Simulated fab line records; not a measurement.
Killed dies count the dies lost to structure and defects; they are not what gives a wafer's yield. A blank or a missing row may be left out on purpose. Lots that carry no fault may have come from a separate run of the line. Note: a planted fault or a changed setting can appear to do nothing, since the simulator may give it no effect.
Chamber matching | flow nand-harc | NHARC_A_STAIRCASE_ALD_415 on ald-hk-02 has 4 sister chambers
The step deposits SiO2, target thk 30 nm, pulse time 6 s, ald cycles 300. 16 wafers are shown with their chamber, then 8 later ones without.

EACH WAFER AND ITS CHAMBER
wafer  | chamber | heater-power-w (W) | precursor-pulse-height-rel
L074.4 | 1       | 440                | 1.017
L074.5 | 3       | 394                | 1.008
L074.6 | 0       | 378                | 1.024
L079.2 | 1       | 432                | 0.992
L079.4 | 0       | 370                | 1.023
L079.5 | 2       | 435                | 1.040
L080.1 | 1       | 436                | 1.025
L080.2 | 0       | 366                | 0.985
L080.3 | 2       | 436                | 1.018
L081.1 | 0       | 367                | 1.020
L081.3 | 1       | 444                | 1.000
L081.5 | 0       | 372                | 0.999
L085.2 | 1       | 445                | 1.012
L085.5 | 0       | 362                | 1.003
L085.6 | 1       | 453                | 0.973
L092.1 | 0       | 397                | 0.955

SIGNATURES (means of the wafers above)
reading                    | chamber 0 | chamber 1 | chamber 2 | chamber 3 | scatter within a chamber
heater-power-w             | 373.14    | 441.67    | 435.50    | 394.00    | 9.53
precursor-pulse-height-rel | 1.00129   | 1.00317   | 1.02900   | 1.00800   | 0.022
Rule: a wafer lies at a distance from a chamber equal to the root of the sum of squares, over the readings, of (its reading less the chamber's mean, divided by the reading's scatter). The wafer belongs to the nearest chamber; if the next one is less than 2 further off, it can't be placed. The scatter: take each reading less its chamber's mean, square it, sum over the shown wafers, divide by the number of wafers less the number of chambers, and take the root.

WAFERS WHOSE CHAMBER IS MISSING
wafer  | heater-power-w (W) | precursor-pulse-height-rel
L092.3 | 399                | 1.025
L092.5 | 393                | 0.978
L094.1 | 400                | 0.998
L094.2 | 435                | 1.021
L094.3 | 402                | 0.972
L093.4 | 396                | 0.994
L093.5 | 392                | 1.043
L093.6 | 415                | 0.964

CHAMBER TAKEN BY EACH
wafer  | from the rows above               | in truth
L092.3 | can't be placed: 3 or 0           | 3
L092.5 | can't be placed: 3 or 0           | 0
L094.1 | 3                                 | 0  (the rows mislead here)
L094.2 | can't be placed: 2 or 1           | 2
L094.3 | can't be placed: 3 or 0           | 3
L093.4 | can't be placed: 3 or 0           | 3
L093.5 | can't be placed: 3 or 0           | 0
L093.6 | can't be placed: 3 or 1 or 2 or 0 | 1
Correct placement for 0 of the 8. These rows do not allow placing 7 (true chamber among the candidates in 7). 1 placed wrongly.
